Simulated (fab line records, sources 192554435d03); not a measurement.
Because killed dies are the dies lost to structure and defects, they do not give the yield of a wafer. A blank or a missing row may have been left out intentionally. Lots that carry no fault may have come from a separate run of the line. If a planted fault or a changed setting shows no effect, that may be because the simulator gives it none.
fab line records	flow n5-finfet	part 2 of 2: steps 5 to 6 of 6
record: lots: 24	wafers: 72	last-day: 18
route steps=1938 shown BEOL_M5@1154 BEOL_M6@1210
lots that met no fault: taken from a fault-free run of the same line
start-h: hours from the record's first day to the start of the lot's first wafer shown	wait-h: time in hours since the lot's previous step	" same as the row above	L1.1+2: a single row standing in for several wafers	- no value present, or no start provided	* or withheld: withheld	< > ~ a bound
route shown NAME@n: a module of which the file shows steps, and the number in the route of the first	usual: mean and standard deviation over wafers with no fault	same: alike in all rows	chamber/n: place in a boat	sites: each site's reading	_std_site: how widely they spread, as a standard deviation	_edge_site: outer sites' mean less inner sites'	radius-mm: how far each site lies from the wafer's centre	mask NAME#n: copy n	behind: the most recent tool/chamber to have shaped the wafer	hold: what put the lot on hold/how long, in hours/how the hold closed	device: transistor that didn't switch, given as n, p or np	end of line: tests of these same wafers at the route's end	a step given without rows: its recipe and nothing more	killed: the dies lost at the first sort to structure and to defects; this is not the yield of the wafer	map: the dies of a wafer, with x for killed, . for not killed, _ for no die there
set.NAME: the setting the step ran with; set.NAME@STEP: the setting that earlier step ran with	model.NAME: the simulator's own value behind a step, which no gauge read
the route's steps for a sample of lots (tables are steps, rows are wafers)
services: the hour from which a tool's chamber was out of use, counted from the record's first day as start-h (under 0 if before that day), plus the number of hours and why
== steps ==
step: N5_BEOL_M5_DEGAS_44
recipe: ambient: vacuum	temp-c: 250	time-s: 60
usual: heater-power-w: 323/28
same: time-s: 60
lot.wafer	tool	chamber	start-h	wait-h	heater-power-w
L075.1	pvd-sputter-03	-	194.01	0.3	295
L075.2	"	-	"	"	326
L075.6	"	-	"	"	379
L074.3	pvd-sputter-01	-	199.37	0.2	330
L074.5	"	-	"	"	348
L074.6	"	-	"	"	320
L076.4	pvd-sputter-03	-	214.02	2.0	322
L076.5	"	-	"	"	312
L076.6	"	-	"	"	332
L077.2	pvd-sputter-01	-	219.72	2.0	321
L077.5	"	-	"	"	328
L077.6	"	-	"	"	297
L078.3	pvd-sputter-02	-	221.88	0.2	308
L078.4	"	-	"	"	290
L078.6	"	-	"	"	375
L080.2	pvd-sputter-01	-	224.98	0.4	309
L080.5	"	-	"	"	342
L080.6	"	-	"	"	313
L079.2	pvd-sputter-02	-	225.02	0.4	306
L079.3	"	-	"	"	368
L079.4	"	-	"	"	312
L083.3	pvd-sputter-03	-	230.82	0.2	312
L083.5	"	-	"	"	321
L083.6	"	-	"	"	304
L081.1	pvd-sputter-02	-	250.82	1.1	366
L081.4	"	-	"	"	309
L081.5	"	-	"	"	303
L084.2	pvd-sputter-03	-	256.82	0.5	368
L084.3	"	-	"	"	309
L084.5	"	-	"	"	317
L082.1	pvd-sputter-03	-	262.78	1.0	337
L082.3	"	-	"	"	324
L082.4	"	-	"	"	304
L088.1	pvd-sputter-02	-	263.41	0.3	289
L088.5	"	-	"	"	310
L088.6	"	-	"	"	280
L085.2	pvd-sputter-01	-	268.48	0.6	325
L085.3	"	-	"	"	309
L085.4	"	-	"	"	346
L086.1	pvd-sputter-02	-	278.52	0.5	317
L086.5	"	-	"	"	303
L086.6	"	-	"	"	285
L087.1	pvd-sputter-02	-	284.60	0.3	284
L087.3	"	-	"	"	313
L087.6	"	-	"	"	278
L089.2	pvd-sputter-02	-	290.65	0.3	307
L089.5	"	-	"	"	308
L089.6	"	-	"	"	365
L090.1	pvd-sputter-01	-	293.68	0.3	326
L090.3	"	-	"	"	342
L090.4	"	-	"	"	294
L092.1	pvd-sputter-01	-	296.50	1.1	328
L092.4	"	-	"	"	286
L092.6	"	-	"	"	329
L091.1	pvd-sputter-03	-	299.06	0.4	333
L091.2	"	-	"	"	306
L091.3	"	-	"	"	321
L093.1	pvd-sputter-02	-	300.41	0.3	368
L093.2	"	-	"	"	279
L093.4	"	-	"	"	318
L094.1	pvd-sputter-03	-	311.43	0.4	374
L094.5	"	-	"	"	298
L094.6	"	-	"	"	358
L095.3	pvd-sputter-02	-	319.75	0.3	311
L095.5	"	-	"	"	310
L095.6	"	-	"	"	278
L096.1	pvd-sputter-02	-	337.91	0.3	309
L096.2	"	-	"	"	367
L096.4	"	-	"	"	288
L097.2	pvd-sputter-01	-	340.68	0.3	341
L097.3	"	-	"	"	325
L097.5	"	-	"	"	302
step: N5_BEOL_M6_DESCUM_16
recipe: chemistry: O2	time-s: 7.9	source-power-w: 50	bias-power-w: 20	pressure-mtorr: 20	rf-frequency-hz: 2.712e+07	temp-c: 40	resist: CAR-ArF	o2-flow-sccm: 225
usual: drypump-motor-current-A: 5.7/0.41	oes-product-au: 0.80/0.098	rf-vpp-V: 243.2/1.4	showerhead-plenum-p-Torr: 2.10/0.081	throttle-valve-pct: 20.47/0.23
same: time-s: 7.9
lot.wafer	tool	chamber	start-h	wait-h	drypump-motor-current-A	oes-product-au	rf-hours-counter-h	rf-vpp-V	showerhead-plenum-p-Torr	throttle-valve-pct
L075.1	rie-diel-01	2	205.02	0.0	5.8	0.68	212	243.7	2.07	20.61
L075.2	"	1	"	"	5.4	0.70	225	242.3	2.00	21.10
L075.6	"	3	"	"	5.5	0.72	-	241.5	2.08	20.54
L074.3	rie-diel-03	2	208.50	0.2	5.8	0.91	24	246.1	2.22	20.38
L074.5	"	2	"	"	5.7	0.90	-	245.1	2.22	20.36
L074.6	"	0	"	"	5.3	0.73	-	241.3	2.01	20.57
L076.4	rie-diel-03	3	221.75	0.0	6.6	0.80	-	243.5	2.20	20.21
L076.5	"	1	"	"	5.7	1.01	-	244.6	2.14	20.36
L076.6	"	0	"	"	5.4	0.73	-	241.6	2.01	20.59
L077.2	rie-diel-01	3	229.43	0.3	5.4	0.72	210	243.8	2.08	20.55
L077.5	"	3	"	"	5.5	0.72	-	244.7	2.08	20.56
L077.6	"	2	"	"	5.8	0.68	-	244.9	2.07	20.62
L078.3	rie-diel-03	0	231.10	0.0	5.3	0.72	200	242.6	2.01	20.59
L078.4	"	1	"	"	5.7	0.97	5	243.2	2.14	20.37
L078.6	"	3	"	"	6.6	0.80	-	244.6	2.20	20.24
L079.2	rie-diel-01	2	234.83	0.0	5.8	0.68	222	243.6	2.07	20.61
L079.3	"	1	"	"	5.4	0.70	234	241.7	2.00	21.09
L079.4	"	0	"	"	5.5	0.72	195	243.8	2.15	20.38
L080.2	rie-diel-03	1	236.79	0.1	5.7	0.99	6	242.7	2.14	20.36
L080.5	"	0	"	"	5.3	0.72	-	242.1	2.01	20.58
L080.6	"	3	"	"	6.6	0.81	-	246.2	2.19	20.24
L083.3	rie-diel-03	2	239.59	0.0	5.7	0.90	33	246.5	2.22	20.40
L083.5	"	0	"	"	5.3	0.73	-	241.4	2.01	20.59
L083.6	"	3	"	"	6.6	0.81	-	246.5	2.19	20.24
L081.1	rie-diel-01	3	260.35	0.4	5.5	0.71	223	243.1	2.08	20.57
L081.4	"	0	"	"	5.5	0.71	204	243.7	2.15	20.39
L081.5	"	0	"	"	5.5	0.72	-	243.8	2.15	20.39
L084.2	rie-diel-06	0	268.65	0.0	6.5	0.74	159	241.4	2.01	20.56
L084.3	"	1	"	"	5.5	0.87	44	241.5	2.02	19.93
L084.5	"	2	"	"	5.4	0.91	-	244.0	2.14	20.30
L082.1	rie-diel-06	1	269.94	0.0	5.4	0.87	44	243.3	2.02	19.93
L082.3	"	0	"	"	6.5	0.73	160	240.7	2.01	20.58
L082.4	"	2	"	"	5.3	0.91	26	244.1	2.14	20.32
L088.1	rie-diel-03	0	274.34	0.4	5.4	0.71	214	242.8	2.01	20.61
L088.5	"	2	"	"	5.7	0.87	-	244.1	2.21	20.42
L088.6	"	3	"	"	6.6	0.78	-	244.6	2.19	20.26
L085.2	rie-diel-06	3	276.76	0.0	5.6	0.83	58	241.0	2.02	20.53
L085.3	"	0	"	"	6.5	0.74	163	240.4	2.01	20.57
L085.4	"	1	"	"	5.5	0.86	47	243.1	2.02	19.92
L086.1	rie-diel-06	2	288.54	0.1	5.4	0.90	32	243.7	2.14	20.33
L086.5	"	1	"	"	5.5	0.86	-	241.9	2.02	19.93
L086.6	"	2	"	"	5.4	0.90	-	243.6	2.14	20.34
L087.1	rie-diel-01	2	293.77	0.4	5.8	0.66	248	243.6	2.06	20.65
L087.3	"	3	"	"	5.5	0.71	238	243.1	2.07	20.58
L087.6	"	2	"	"	5.8	0.66	-	242.2	2.06	20.66
L089.2	rie-diel-03	2	299.74	0.0	5.7	0.86	54	245.2	2.21	20.41
L089.5	"	2	"	"	5.7	0.87	-	244.8	2.21	20.42
L089.6	"	1	"	"	5.7	0.93	-	244.0	2.13	20.40
L090.1	rie-diel-01	0	303.95	0.1	5.5	0.69	224	243.0	2.14	20.41
L090.3	"	1	"	"	5.3	0.98	4	245.1	2.25	20.77
L090.4	"	3	"	"	5.5	0.69	-	243.8	2.07	20.59
L092.1	rie-diel-01	0	304.61	0.0	5.5	0.70	224	243.0	2.14	20.41
L092.4	"	1	"	"	5.3	0.99	-	245.1	2.25	20.74
L092.6	"	3	"	"	5.5	0.70	-	242.2	2.07	20.61
L091.1	rie-diel-01	1	307.33	0.0	5.3	0.97	6	245.4	2.25	20.76
L091.2	"	0	"	"	5.5	0.70	226	244.9	2.14	20.42
L091.3	"	3	"	"	5.5	0.70	244	242.9	2.07	20.59
L093.1	rie-diel-06	3	310.61	0.0	5.5	0.82	68	242.4	2.02	20.54
L093.2	"	0	"	"	6.5	0.72	174	242.2	2.01	20.57
L093.4	"	1	"	"	5.5	0.85	57	242.5	2.02	19.94
L094.1	rie-diel-06	1	319.57	0.0	5.5	0.86	61	242.3	2.02	19.97
L094.5	"	3	"	"	5.5	0.82	-	242.0	2.01	20.57
L094.6	"	0	"	"	6.5	0.73	-	241.4	2.01	20.61
L095.3	rie-diel-01	0	328.31	0.0	5.5	0.69	235	243.7	2.14	20.42
L095.5	"	1	"	"	5.3	0.94	-	245.4	2.25	20.78
L095.6	"	0	"	"	5.5	0.69	-	244.0	2.13	20.42
L096.1	rie-diel-06	3	347.34	0.1	5.5	0.81	82	242.0	2.01	20.56
L096.2	"	2	"	"	5.3	0.87	51	243.9	2.13	20.37
L096.4	"	1	"	"	5.4	0.84	71	240.3	2.01	19.96
L097.2	rie-diel-01	2	350.58	0.3	5.8	0.91	11	242.9	2.06	20.23
L097.3	"	1	"	"	5.3	0.92	-	245.2	2.25	20.79
L097.5	"	1	"	"	5.3	0.91	-	244.9	2.25	20.80
== services ==
tool	chamber	start-h	hours	kind
rie-diel-02	-	174.45	5.9	repair
rie-diel-03	2	177.94	5.5	repair
rie-diel-06	0	200.50	16.6	repair
rie-diel-03	-	205.84	0.2	repair
rie-diel-05	-	207.71	14.6	pm
rie-diel-03	2	220.89	7.3	repair
rie-diel-05	1	238.66	19.1	repair
rie-diel-02	3	253.47	2.3	repair
rie-diel-06	2	254.76	7.2	repair
rie-diel-04	1	263.33	-	clean
rie-diel-04	1	263.33	-	consumable-replace:focus-ring
rie-diel-05	0	273.24	-	clean
rie-diel-05	0	273.24	-	consumable-replace:focus-ring
rie-diel-05	0	273.24	-	consumable-replace:showerhead
rie-diel-01	1	275.60	-	clean
rie-diel-01	1	275.60	-	consumable-replace:focus-ring
rie-diel-01	1	275.60	-	consumable-replace:showerhead
rie-diel-01	1	275.60	19.0	scheduled-down
rie-diel-01	1	275.60	19.0	vent-cycle
rie-diel-01	2	299.41	-	clean
rie-diel-01	2	299.41	-	consumable-replace:focus-ring
pvd-sputter-01	-	312.40	8.6	repair
rie-diel-03	1	331.23	10.9	repair
rie-diel-01	0	343.61	9.4	repair
